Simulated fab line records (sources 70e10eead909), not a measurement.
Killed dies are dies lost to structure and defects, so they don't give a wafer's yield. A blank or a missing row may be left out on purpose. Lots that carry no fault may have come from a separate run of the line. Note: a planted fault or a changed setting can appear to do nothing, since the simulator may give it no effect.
Matching of chambers ; flow nandHarc ; 3 sister chambers for NHARC_THIN_TSV_DEP_47 on pecvd-04
The step deposits SiO2, target thk 200 nm. 3 wafers are shown with their chamber, then 7 later ones without.

== EACH WAFER AND ITS CHAMBER ==
wafer;chamber;throttleValvePct (%)
L363.3;0;15.6
L374.2;1;16.5
L374.3;2;15.5

== WAFERS WHOSE CHAMBER IS MISSING ==
wafer;throttleValvePct (%)
L374.5;15.9
L375.2;15.5
L375.3;16.6
L375.4;15.6
L381.2;15.6
L381.4;15.7
L381.5;16.6

== WHICH CHAMBER EACH WENT THROUGH ==
wafer;from the rows above;in truth
L374.5;can't be placed: 0 or 2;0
L375.2;can't be placed: 2 or 0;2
L375.3;1;1
L375.4;can't be placed: 0 or 2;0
L381.2;can't be placed: 0 or 2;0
L381.4;can't be placed: 0 or 2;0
L381.5;1;1
Correct placement for 2 of the 7. Unplaceable from these rows: 5, with the true chamber sitting among the candidates in 5. 0 placed wrongly.
How it was worked out, from the rows above alone: a wafer's distance from a chamber is the root of the sum, over the readings, of the square of ((its reading less the chamber's mean) divided by the reading's scatter). If the next closest chamber is less than 2 further off than the closest, the wafer can't be placed; otherwise it belongs to the closest. A chamber's mean is the mean of its shown wafers. The scatter (one wafer shown for each chamber): square how far every hidden wafer sits from the nearest shown wafer, average those squares and take the square root.
